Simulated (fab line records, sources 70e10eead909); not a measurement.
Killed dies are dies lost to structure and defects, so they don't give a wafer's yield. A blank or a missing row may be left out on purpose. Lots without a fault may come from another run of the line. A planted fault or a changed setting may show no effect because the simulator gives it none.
Problem report in the 8D (eight disciplines) form, filled by code | flow nand_harc | the parts of the form that need people (team, actions taken, sign-off) are left out

1. THE PROBLEM
killed_at_periphery at NHARC_END_SORT_01 reads a mean of 622.7 on 3 wafers of 3 lots; wafers without a fault read 3.6 with a standard deviation of 2.4. That is +99 or more standard deviations from the usual mean.
First seen on wafer L917.2, day 32 20:16, on prober-01. The record holds 6 wafers of 3 lots with a number at this step. Rule for "out", or "out of limits": more than 4 standard deviations from the usual mean. The other wafers with a number count as sound.

2. WHAT IT IS AND WHAT IT IS NOT
question                    | is                               | is not
which readings at this step | killed_at_periphery, killed_dies | killed_at_array, killed_at_other, killed_open, killed_short
which lots                  | L917, L918, L919                 | -
which wafers of those lots  | L917.2, L918.6, L919.6           | L917.4, L918.4, L919.1
read on which gauges        | prober-01, prober-02             | -
when                        | from day 32 20:16                | up to then (0 sound wafers); but 3 sound wafers of L917, L918, L919 came after

3. SUSPECTS, AND WHAT RULES EACH OUT
Counting: a tool at a process step up to the reading stays a suspect if it ran every lot that is out. Sound lots after the first of them don't rule it out here, since some wafers of a struck lot are sound.
- the gauge at NHARC_END_SORT_01: ruled out. The wafers that are out were read on 2 gauges (prober-01, prober-02).
- rtp_anneal-02 at NHARC_P_GATE_RTA_80 (time 30 s): kept. It ran every lot that is out, first L917 (day 13 23:42).
- rie_diel-11 at NHARC_P_CONTACT_ETCH_18 (etches the open film in C4F8/O2/Ar, target depth 481 nm, time 240.5 s): kept. It ran every lot that is out, first L917 (day 14 02:37). Its own readings are out on those wafers: run_length_s.
Left after counting: rtp_anneal-02 at NHARC_P_GATE_RTA_80, rie_diel-11 at NHARC_P_CONTACT_ETCH_18.

4. THE CAUSE (what the simulator had put in)
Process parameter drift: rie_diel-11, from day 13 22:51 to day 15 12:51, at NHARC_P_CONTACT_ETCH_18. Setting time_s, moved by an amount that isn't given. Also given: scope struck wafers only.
Counting left 2 suspects, and this tool is among them.

5. THE CHAIN OF EFFECTS, in route order
Each row: a reading whose mean over the struck wafers that have a number lies more than 3 standard deviations from the usual. Only readings for which the record gives a usual standard deviation are gone through. hours: the time from each lot's start at the first step in this table that gives one to its start at this step, as a median over the lots. sigmas: the change in usual standard deviations.
hours | step                    | reading             | usual   | on struck wafers | change | sigmas
0     | NHARC_P_CONTACT_ETCH_18 | run_length_s        | 261.7 s | 200.4            | -61.3  | -99 or more
450   | NHARC_END_SORT_01       | killed_at_periphery | 3.6     | 622.7            | +619.1 | +99 or more
450   | NHARC_END_SORT_01       | killed_dies         | 64      | 677              | +613   | +38
The process steps in it:
- NHARC_P_CONTACT_ETCH_18: etches the open film in C4F8/O2/Ar, target depth 481 nm, time 240.5 s.

6. WHAT WOULD HAVE CAUGHT IT SOONER
In this record the first reading out of limits at a measuring or inspecting step was taken at day 32 20:16, 453 hours after the fault began at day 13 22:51.
The tool's own readings at NHARC_P_CONTACT_ETCH_18 were out on every struck wafer that the step has a row for (run_length_s): an alarm limit on them would have fired on the first of those.
All the lots that are out (3) had begun NHARC_P_CONTACT_ETCH_18 on rie_diel-11 by day 32 20:16. A hold on the tool at that time would have spared none of them.
